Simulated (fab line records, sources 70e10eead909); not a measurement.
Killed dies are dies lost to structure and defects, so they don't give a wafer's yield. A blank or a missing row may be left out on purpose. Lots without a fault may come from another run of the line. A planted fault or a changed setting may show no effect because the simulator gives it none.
fab line records | flow nand_harc
record lots=5 wafers=15 last_day=24
route steps=1159 shown A_STAIRCASE@613 END@1159
lots that met no fault: from a run of the same line without faults
start_h: hours from the record's first day to the start of the lot's first wafer shown | wait_h: hours since the lot's step before | " the same as in the row above | L1.1+2: a row that stands for several wafers | - no value, or no start given | * or withheld: withheld | < > ~ a bound
route shown NAME@n: a module of which the file shows steps, and the number in the route of the first | usual: mean/standard deviation of fault-free wafers | same: alike in all rows | chamber/n: place in a boat | sites: the reading at each site | _std_site: their standard deviation | _edge_site: outer sites' mean less inner sites' | radius_mm: how far each site lies from the wafer's centre | mask NAME#n: copy n | behind: the tool/chamber that last shaped the wafer | hold: why the lot was held/for how many hours/how that ended | device: the transistor (n, p or np) that didn't switch | end of line: the same wafers' tests at the end of the route | a step without rows: its recipe alone | killed: dies lost to structure and defects at the first sort, not the wafer's yield | map: a wafer's dies, x killed, . not, _ none there
set.NAME: the setting as run; set.NAME@STEP: as run at that earlier step | model.NAME: the simulator's own value behind a step, which no gauge read
lots at some steps of the route; a table a step, a row a wafer
services: from which hour (start_h, from the record's first day; less than 0 if before it) a tool's chamber was out of use, for how many hours, and why
## steps
# step NHARC_A_STAIRCASE_DESCUM_219
# recipe time_s=3 o2_flow_sccm=200 ar_flow_sccm=0 bias_power_w=0 chemistry=O2
# step NHARC_A_STAIRCASE_TRIM_220
# recipe time_s=211.2 o2_flow_sccm=500 ar_flow_sccm=0 bias_w=0 chemistry=O2
# usual drypump_motor_current_A=5.6/0.46 oes_product_au=1.000/0.01 rf_vpp_V=57.8/0.89 run_length_s=232.6/0.34 showerhead_plenum_p_Torr=3.55/0.15 throttle_valve_pct=17.037/0.0084
# columns lot.wafer tool chamber start_h wait_h drypump_motor_current_A oes_product_au rf_hours_counter_h rf_vpp_V run_length_s showerhead_plenum_p_Torr throttle_valve_pct
L587.1 rie_diel-10 1 269.24 0.1 5.1 0.996 33 58.4 232.7 3.63 17.030
L587.2 " 2 " " 5.3 1.001 31 56.5 232.1 3.46 17.045
L587.4 " 3 " " 6.2 1.007 33 58.4 232.2 3.30 17.039
L591.1 rie_diel-10 2 280.74 0.1 5.3 1.001 35 57.3 232.2 3.46 17.045
L591.4 " 0 " " 5.3 1.005 37 59.3 232.3 3.54 17.032
L591.6 " 2 " " 5.3 0.998 - 56.6 232.6 3.46 17.039
L594.3 rie_diel-09 2 294.18 0.1 5.5 1.011 11 57.1 233.0 3.53 17.035
L594.1 " 0 " " 5.5 1.009 11 56.9 232.8 3.46 17.024
L594.5 " 1 " " 4.8 1.003 - 58.6 233.0 3.67 17.047
L602.1 rie_diel-10 2 351.93 0.1 5.2 1.011 60 57.2 232.3 3.44 17.034
L602.2 " 3 " " 6.2 0.983 63 56.3 232.6 3.29 17.029
L602.6 " 2 " " 5.2 1.003 - 58.8 232.0 3.44 17.040
L607.3 rie_diel-11 1 388.08 0.1 6.0 1.010 4 59.6 233.4 3.33 17.051
L607.5 " 1 " " 5.9 0.998 - 57.5 233.5 3.33 17.030
L607.6 " 2 " " 5.9 0.999 - 58.5 232.1 3.77 17.027
# step NHARC_A_STAIRCASE_ETCH_221
# recipe target_depth_a=1000 time_s=40.5 ion_energy_ev=400 c4f8_flow_sccm=20 o2_flow_sccm=10 ar_flow_sccm=withheld rf_w=600 bias_w=1000 chemistry=C4F8/O2
# usual oes_product_au=0.940/0.015 rf_vpp_V=896/5.8
# columns lot.wafer tool chamber start_h wait_h oes_product_au rf_hours_counter_h rf_vpp_V
L587.4 rie_diel-10 3 - - 0.951 33 888
L587.2 " 0 " " 0.962 33 896
L587.1 " 1 " " 0.947 33 900
L591.4 rie_diel-10 0 - - 0.951 37 896
L591.1 " 1 " " 0.941 38 900
L591.6 " 3 " " 0.952 - 887
L594.1 rie_diel-09 3 - - 0.966 12 889
L594.3 " 0 " " 0.943 11 895
L594.5 " 1 " " 0.955 - 902
L602.1 rie_diel-10 0 - - 0.958 63 896
L602.2 " 1 " " 0.935 59 898
L602.6 " 1 " " 0.936 - 899
L607.3 rie_diel-11 3 - - 0.947 5 898
L607.5 " 3 " " 0.945 - 899
L607.6 " 0 " " 0.924 - 905
# step NHARC_A_STAIRCASE_TRIM_222
# recipe time_s=211.2 o2_flow_sccm=500 ar_flow_sccm=0 bias_w=0 chemistry=O2
# step NHARC_A_STAIRCASE_ETCH_223
# recipe target_depth_a=1000 time_s=40.5 ion_energy_ev=400 c4f8_flow_sccm=20 o2_flow_sccm=10 ar_flow_sccm=withheld rf_w=600 bias_w=1000 chemistry=C4F8/O2
# step NHARC_A_STAIRCASE_TRIM_224
# recipe time_s=211.2 o2_flow_sccm=500 ar_flow_sccm=0 bias_w=0 chemistry=O2
# usual drypump_motor_current_A=5.6/0.47 oes_product_au=1.001/0.011 rf_vpp_V=57.7/0.99 run_length_s=232.6/0.38 showerhead_plenum_p_Torr=3.54/0.16 throttle_valve_pct=17.037/0.009
# columns lot.wafer tool chamber start_h wait_h drypump_motor_current_A oes_product_au rf_hours_counter_h rf_vpp_V run_length_s showerhead_plenum_p_Torr throttle_valve_pct
L587.2 rie_diel-10 1 - - 5.1 1.000 33 58.7 233.1 3.63 17.037
L587.1 " 2 " " 5.3 0.995 31 58.2 232.0 3.46 17.036
L587.4 " 0 " " 5.4 1.008 34 57.8 232.3 3.54 17.041
L591.1 rie_diel-10 2 - - 5.3 1.007 36 55.9 232.7 3.46 17.045
L591.4 " 3 " " 6.2 1.003 36 57.2 232.3 3.30 17.044
L591.6 " 2 " " 5.3 1.003 - 57.7 232.3 3.46 17.047
L594.3 rie_diel-09 0 - - 5.5 1.024 12 57.5 232.7 3.46 17.032
L594.1 " 2 " " 5.5 1.019 11 57.3 233.4 3.53 17.041
L594.5 " 3 " " 5.7 1.022 - 56.5 232.7 3.33 17.042
L602.2 rie_diel-10 3 - - 6.2 0.992 63 57.5 232.4 3.29 17.034
L602.1 " 2 " " 5.2 1.000 61 57.5 232.2 3.44 17.040
L602.6 " 0 " " 5.3 1.008 - 56.9 232.3 3.52 17.050
L607.3 rie_diel-11 0 - - 6.5 0.986 6 58.6 232.3 3.77 17.023
L607.6 " 0 " " 6.5 0.988 - 58.3 232.8 3.77 17.057
L607.5 " 1 " " 5.9 1.000 - 58.6 233.1 3.33 17.038
# step NHARC_A_STAIRCASE_ETCH_225
# recipe target_depth_a=1000 time_s=40.5 ion_energy_ev=400 c4f8_flow_sccm=20 o2_flow_sccm=10 ar_flow_sccm=withheld rf_w=600 bias_w=1000 chemistry=C4F8/O2
# step NHARC_A_STAIRCASE_TRIM_226
# recipe time_s=211.2 o2_flow_sccm=500 ar_flow_sccm=0 bias_w=0 chemistry=O2
# step NHARC_A_STAIRCASE_ETCH_227
# recipe target_depth_a=1000 time_s=40.5 ion_energy_ev=400 c4f8_flow_sccm=20 o2_flow_sccm=10 ar_flow_sccm=withheld rf_w=600 bias_w=1000 chemistry=C4F8/O2
# step NHARC_A_STAIRCASE_TRIM_229
# recipe time_s=211.2 o2_flow_sccm=500 ar_flow_sccm=0 bias_w=0 chemistry=O2
# usual drypump_motor_current_A=5.6/0.47 oes_product_au=0.999/0.01 rf_vpp_V=57.7/0.92 run_length_s=232.6/0.37 showerhead_plenum_p_Torr=3.54/0.16 throttle_valve_pct=17.036/0.0088
# columns lot.wafer tool chamber start_h wait_h drypump_motor_current_A oes_product_au rf_hours_counter_h rf_vpp_V run_length_s showerhead_plenum_p_Torr throttle_valve_pct
L587.4 rie_diel-10 0 270.28 0.1 5.3 1.006 34 58.2 232.7 3.54 17.039
L587.2 " 1 " " 5.1 0.992 34 57.8 232.6 3.63 17.016
L587.1 " 2 " " 5.3 1.001 31 58.1 232.0 3.46 17.044
L591.1 rie_diel-10 1 281.81 0.1 5.1 0.997 38 58.4 232.8 3.63 17.032
L591.4 " 2 " " 5.3 1.003 36 58.6 232.2 3.46 17.023
L591.6 " 2 " " 5.3 0.994 - 58.2 232.1 3.46 17.037
L594.3 rie_diel-11 1 296.60 0.1 5.9 0.985 37 57.4 233.2 3.35 17.025
L594.1 " 3 " " 5.5 1.006 31 59.2 233.1 3.62 17.024
L594.5 " 0 " " 6.5 0.980 - 58.5 232.5 3.79 17.031
L602.2 rie_diel-10 1 352.94 0.1 5.1 0.997 59 58.3 232.5 3.62 17.032
L602.1 " 2 " " 5.3 1.004 61 57.9 232.0 3.44 17.047
L602.6 " 1 " " 5.1 0.998 - 58.3 233.1 3.62 17.032
L607.3 rie_diel-11 2 389.40 0.1 5.9 1.004 5 56.6 232.2 3.77 17.038
L607.5 " 0 " " 6.5 0.985 - 58.7 232.5 3.77 17.045
L607.6 " 1 " " 5.9 0.996 - 57.1 233.0 3.33 17.044
# step NHARC_A_STAIRCASE_ETCH_230
# recipe target_depth_a=1000 time_s=40.5 ion_energy_ev=400 c4f8_flow_sccm=20 o2_flow_sccm=10 ar_flow_sccm=withheld rf_w=600 bias_w=1000 chemistry=C4F8/O2
# step NHARC_A_STAIRCASE_TRIM_231
# recipe time_s=211.2 o2_flow_sccm=500 ar_flow_sccm=0 bias_w=0 chemistry=O2
# usual drypump_motor_current_A=5.6/0.47 oes_product_au=0.999/0.0084 rf_vpp_V=57.7/0.98 run_length_s=232.6/0.36 showerhead_plenum_p_Torr=3.54/0.16 throttle_valve_pct=17.036/0.009
# columns lot.wafer tool chamber start_h wait_h drypump_motor_current_A oes_product_au rf_hours_counter_h rf_vpp_V run_length_s showerhead_plenum_p_Torr throttle_valve_pct
L587.1 rie_diel-10 3 270.56 - 6.2 1.002 33 57.0 232.4 3.30 17.024
L587.4 " 0 " " 5.4 0.992 34 58.2 232.6 3.54 17.050
L587.2 " 1 " " 5.1 0.989 34 57.4 232.6 3.63 17.050
L591.4 rie_diel-10 0 282.08 - 5.3 1.004 37 57.7 232.6 3.54 17.028
L591.1 " 1 " " 5.1 1.002 38 59.2 233.0 3.63 17.019
L591.6 " 0 " " 5.3 1.010 - 58.2 232.7 3.54 17.027
L594.1 rie_diel-11 1 297.36 - 6.0 0.999 37 56.6 233.1 3.35 17.047
L594.3 " 2 " " 5.9 0.999 30 58.1 232.2 3.79 17.037
L594.5 " 3 " " 5.5 0.996 - 59.3 232.8 3.62 17.036
L602.2 rie_diel-10 1 353.24 - 5.1 1.005 59 58.1 233.0 3.62 17.040
L602.1 " 2 " " 5.3 1.008 61 55.6 299.1 3.44 17.043
L602.6 " 3 " " 6.2 0.995 - 56.5 232.4 3.29 17.040
L607.3 rie_diel-11 3 389.67 - 5.5 1.007 6 58.9 233.4 3.60 17.036
L607.6 " 0 " " 6.5 0.987 - 57.7 232.5 3.77 17.040
L607.5 " 1 " " 5.9 1.002 - 56.0 232.9 3.33 17.034
# step NHARC_A_STAIRCASE_ETCH_232
# recipe target_depth_a=1000 time_s=40.5 ion_energy_ev=400 c4f8_flow_sccm=20 o2_flow_sccm=10 ar_flow_sccm=withheld rf_w=600 bias_w=1000 chemistry=C4F8/O2
# usual oes_product_au=0.942/0.011 rf_vpp_V=896/6
# columns lot.wafer tool chamber start_h wait_h oes_product_au rf_hours_counter_h rf_vpp_V
L587.4 rie_diel-10 2 - - 0.949 31 893
L587.1 " 3 " " 0.942 33 887
L587.2 " 0 " " 0.952 34 896
L591.1 rie_diel-10 3 - - 0.957 37 888
L591.4 " 2 " " 0.950 36 894
L591.6 " 0 " " 0.938 - 897
L594.3 rie_diel-11 3 - - 0.941 31 899
L594.1 " 2 " " 0.943 30 906
L594.5 " 0 " " 0.923 - 905
L602.2 rie_diel-10 3 - - 0.943 63 886
L602.1 " 2 " " 0.953 61 893
L602.6 " 3 " " 0.950 - 887
L607.3 rie_diel-11 0 - - 0.930 6 905
L607.6 " 0 " " 0.941 - 905
L607.5 " 1 " " 0.942 - 888
# step NHARC_END_SORT_01
# recipe temp_c=25
# usual killed_at_array=29/11 killed_at_other=0.7/1.1 killed_at_periphery=2.9/2.2 killed_dies=33/11 killed_open=3.1/1.8 killed_short=1.9/1.4
# same gross_dies=677
# columns lot.wafer tool chamber start_h wait_h killed_at_array killed_at_other killed_at_periphery killed_dies killed_open killed_short
L594.1 prober-01 0 496.86 2.5 31 1 4 36 5 2
L594.3 prober-01 0 498.46 3.1 22 2 0 24 3 0
L594.5 prober-01 0 500.06 3.7 29 1 2 32 1 1
L602.1 prober-01 0 541.89 2.5 32 1 6 39 3 1
L602.2 prober-01 0 542.68 2.8 23 0 4 27 2 4
L602.6 prober-01 0 545.88 4.0 35 0 4 39 5 2
# killed by level:class
L594.1 A_SLIT:chamber_film_flake=14 A_CHANNEL_HOLE_D1:chamber_film_flake=6 P_M0:geometric_particle:open=2 A_ZERO_WELL:chamber_film_flake=2 A_CONTACT:chamber_film_flake=2 A_ONON_D1:geometric_particle:short=1 A_WL_FILL:geometric_particle:open=1 A_WL_FILL:geometric_particle:short=1
L594.3 A_SLIT:chamber_film_flake=9 A_CONTACT:chamber_film_flake=5 A_STAIRCASE:chamber_film_flake=3 A_CHANNEL_HOLE_D1:chamber_film_flake=2 A_WL_FILL:geometric_particle:open=1 A_M0:geometric_particle:open=1 STARTING-WAFER:geometric_particle:open=1 A_CHANNEL_FILL_D1:chamber_film_flake=1
L594.5 A_SLIT:chamber_film_flake=16 A_CHANNEL_HOLE_D1:chamber_film_flake=6 A_CONTACT:chamber_film_flake=3 A_STAIRCASE:chamber_film_flake=2 P_CONTACT:geometric_particle:open=1 A_WL_FILL:geometric_particle:short=1 P_GATE:chamber_film_flake=1 A_ZERO_WELL:chamber_film_flake=1
L602.1 A_SLIT:chamber_film_flake=11 A_CONTACT:chamber_film_flake=7 A_CHANNEL_HOLE_D1:chamber_film_flake=5 A_STAIRCASE:chamber_film_flake=3 P_STI:chamber_film_flake=2 P_GATE:chamber_film_flake=2 A_CHANNEL_FILL_D1:chamber_film_flake=2 P_GATE:geometric_particle:open=1
L602.2 A_SLIT:chamber_film_flake=9 P_GATE:chamber_film_flake=4 A_CONTACT:chamber_film_flake=4 A_STAIRCASE:chamber_film_flake=3 A_WL_FILL:geometric_particle:short=2 A_CHANNEL_FILL_D1:geometric_particle:short=1 A_SGD_CUT:geometric_particle:short=1 A_CONTACT:geometric_particle:open=1
L602.6 A_SLIT:chamber_film_flake=17 A_STAIRCASE:chamber_film_flake=6 A_CHANNEL_HOLE_D1:chamber_film_flake=3 A_CONTACT:chamber_film_flake=3 P_GATE:geometric_particle:open=1 P_M0:geometric_particle:open=1 A_ONON_D1:geometric_particle:short=1 A_CHANNEL_FILL_D1:geometric_particle:open=1
## services
# columns tool chamber start_h hours kind
rie_diel-09 - 254.16 9.0 pm
rie_diel-10 0 259.43 - clean
rie_diel-10 1 259.43 - clean
rie_diel-10 2 259.43 - clean
rie_diel-10 3 259.43 - clean
rie_diel-10 2 262.69 2.8 repair
rie_diel-10 0 284.04 - clean
rie_diel-10 1 284.04 - clean
rie_diel-10 2 284.04 - clean
rie_diel-10 3 284.04 - clean
rie_diel-11 1 303.45 4.2 repair
rie_diel-10 0 308.54 - clean
rie_diel-10 1 308.54 - clean
rie_diel-10 2 308.54 - clean
rie_diel-10 3 308.54 - clean
rie_diel-10 1 321.61 9.0 repair
rie_diel-10 2 332.57 1.5 repair
rie_diel-10 0 333.04 - clean
rie_diel-10 1 333.04 - clean
rie_diel-10 3 333.04 - clean
rie_diel-10 - 353.52 9.0 pm
rie_diel-10 0 353.52 9.0 vent_cycle
rie_diel-09 3 361.78 33.2 repair
rie_diel-11 - 366.57 9.0 pm
## key
first_sign step=NHARC_A_STAIRCASE_TRIM_231 reading=run_length_s direction=up sigmas=99+ usual=* struck=*
effect none on later readings
met_at NHARC_A_STAIRCASE_TRIM_231
struck_wafers L602.1
tester_left_out L602
fault kind=process_parameter_drift tool=rie_diel-10 chamber=2 onset_h=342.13 steps=NHARC_A_STAIRCASE_TRIM_231 channel=time_s offset=* shape=step end_h=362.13 acts_in=* stated=*
# tester_left_out: of these lots the tester's yield and bins aren't shown, on N5 and GAA mostly nor the transistor test; their killed dies are dies lost to structure and defects alone, not to doping, threshold or leakage, so they don't give the yield
